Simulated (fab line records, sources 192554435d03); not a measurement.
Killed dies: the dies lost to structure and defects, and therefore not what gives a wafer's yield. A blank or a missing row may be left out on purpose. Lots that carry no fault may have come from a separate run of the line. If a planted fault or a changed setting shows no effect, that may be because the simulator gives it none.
Tool commonality check | flow n5 finfet | 7 lots and 21 wafers in the sample

## REASON FOR OPENING
Flagged at N5_SD_EPI_N_INSPECT_26: reading raw defect count, on 2 of 7 lots. Fault-free wafers read 203, with a standard deviation of 45.
Rule: a lot is flagged when every wafer of it that has a number lies more than 4 standard deviations from that mean, or none has a number. As for the other lots, they are considered sound.

lot  | measured    | on                | raw defect count, wafer by wafer | flag
L130 | day 3 05:43 | defect inspect-02 | 215 192 243                      |
L134 | day 4 05:08 | defect inspect-01 | 253 134 177                      |
L136 | day 4 17:40 | defect inspect-02 | 511 573 445                      | FLAGGED
L137 | day 5 01:28 | defect inspect-01 | 507 440 464                      | FLAGGED
L138 | day 5 08:22 | defect inspect-02 | 181 270 220                      |
L146 | day 7 04:14 | defect inspect-02 | 181 189 182                      |
L147 | day 7 11:48 | defect inspect-01 | 187 167 167                      |
The numbers of the flagged lots are 490 on average: +287 against the usual, or +6 standard deviations.

## WHICH TOOL EACH LOT WENT THROUGH
The record holds 4 process steps before the reading, out of a route of 1938 steps. Cell contents, in order: the tool; ch with the chambers the sampled wafers went through; the start.
lot  | flag    | N5_DUMMY_GATE_STRIP_48            | N5_SD_EPI_N_ETCHBACK_44           | N5_SD_EPI_N_ETCH_45               | N5_SD_EPI_N_ETCH_16
L130 |         | rie diel-06 ch 0,2, day 3 00:35   | rie diel-01 ch 0,1, day 3 02:09   | rie diel-01 ch 0,1, day 3 02:15   | rie diel-01 ch 0,1, day 3 02:21
L134 |         | rie diel-05 ch 0,1,2, day 3 23:47 | rie diel-01 ch 2,3, day 4 01:35   | rie diel-01 ch 2,3, day 4 01:41   | rie diel-01 ch 2,3, day 4 01:47
L136 | FLAGGED | rie diel-06 ch 0,2,3, day 4 11:14 | rie diel-01 ch 0,2,3, day 4 13:01 | rie diel-01 ch 0,2,3, day 4 13:07 | rie diel-01 ch 0,2,3, day 4 13:13
L137 | FLAGGED | rie diel-05 ch 0,1,2, day 4 16:50 | rie diel-01 ch 0,1,2, day 4 21:52 | rie diel-01 ch 0,1,2, day 4 21:58 | rie diel-01 ch 0,1,2, day 4 22:04
L138 |         | rie diel-05 ch 1,2,3, day 5 01:36 | rie diel-03 ch 0,2,3, day 5 04:46 | rie diel-03 ch 0,2,3, day 5 04:52 | rie diel-03 ch 0,2,3, day 5 04:58
L146 |         | rie diel-05 ch 1,2,3, day 6 22:59 | rie diel-04 ch 1,2,3, day 7 00:42 | rie diel-04 ch 1,2,3, day 7 00:48 | rie diel-04 ch 1,2,3, day 7 00:54
L147 |         | rie diel-02 ch 0,3, day 7 04:53   | rie diel-04 ch 1,2,3, day 7 07:14 | rie diel-04 ch 1,2,3, day 7 07:20 | rie diel-04 ch 1,2,3, day 7 07:26
These steps, and what they do:
- N5_DUMMY_GATE_STRIP_48: strips in N2/H2, time 20 s.
- N5_SD_EPI_N_ETCHBACK_44: etches SiNx in CH3F/O2, stops on SiO2, target depth 14.5 nm.
- N5_SD_EPI_N_ETCH_45: etches SiOCN in CH3F/O2, target depth 6 nm.
- N5_SD_EPI_N_ETCH_16: etches SiO2 in CHF3/O2, target depth 5 nm.
- N5_SD_EPI_N_INSPECT_26: inspects for defects (darkfield).

## FLAGGED OVER TOTAL, TOOL BY TOOL (the gauges that took the reading come last)
step                    | tool              | lots run | flagged | share of the flagged lots | sound lots run after its first flagged lot
N5_DUMMY_GATE_STRIP_48  | rie diel-02       | 1        | 0       | none                      | -
N5_DUMMY_GATE_STRIP_48  | rie diel-05       | 4        | 1       | some                      | 2 (L138,L146)
N5_DUMMY_GATE_STRIP_48  | rie diel-06       | 2        | 1       | some                      | 0
N5_SD_EPI_N_ETCHBACK_44 | rie diel-01       | 4        | 2       | all                       | 0
N5_SD_EPI_N_ETCHBACK_44 | rie diel-03       | 1        | 0       | none                      | -
N5_SD_EPI_N_ETCHBACK_44 | rie diel-04       | 2        | 0       | none                      | -
N5_SD_EPI_N_ETCH_45     | rie diel-01       | 4        | 2       | all                       | 0
N5_SD_EPI_N_ETCH_45     | rie diel-03       | 1        | 0       | none                      | -
N5_SD_EPI_N_ETCH_45     | rie diel-04       | 2        | 0       | none                      | -
N5_SD_EPI_N_ETCH_16     | rie diel-01       | 4        | 2       | all                       | 0
N5_SD_EPI_N_ETCH_16     | rie diel-03       | 1        | 0       | none                      | -
N5_SD_EPI_N_ETCH_16     | rie diel-04       | 2        | 0       | none                      | -
N5_SD_EPI_N_INSPECT_26  | defect inspect-01 | 3        | 1       | some                      | 1 (L147)
N5_SD_EPI_N_INSPECT_26  | defect inspect-02 | 4        | 1       | some                      | 2 (L138,L146)

## WHAT IS ALLOWED BY THE TABLE
All flagged lots were run by 3 table rows, namely rie diel-01 at N5_SD_EPI_N_ETCHBACK_44, rie diel-01 at N5_SD_EPI_N_ETCH_45, rie diel-01 at N5_SD_EPI_N_ETCH_16.
- rie diel-01 at N5_SD_EPI_N_ETCHBACK_44 ran 4 lots, 2 of them flagged. A fault beginning between L134 (day 4 01:35), its last sound lot, and L136 (day 4 13:01), its first flagged one, fits the data.
- rie diel-01 at N5_SD_EPI_N_ETCH_45 ran 4 lots, 2 of them flagged. A fault beginning between L134 (day 4 01:41), its last sound lot, and L136 (day 4 13:07), its first flagged one, fits the data.
- rie diel-01 at N5_SD_EPI_N_ETCH_16 ran 4 lots, 2 of them flagged. A fault beginning between L134 (day 4 01:47), its last sound lot, and L136 (day 4 13:13), its first flagged one, fits the data.
rie diel-01 at N5_SD_EPI_N_ETCHBACK_44 and N5_SD_EPI_N_ETCH_45 and N5_SD_EPI_N_ETCH_16 is the single tool remaining.

## WHAT THE SIMULATOR PUT IN
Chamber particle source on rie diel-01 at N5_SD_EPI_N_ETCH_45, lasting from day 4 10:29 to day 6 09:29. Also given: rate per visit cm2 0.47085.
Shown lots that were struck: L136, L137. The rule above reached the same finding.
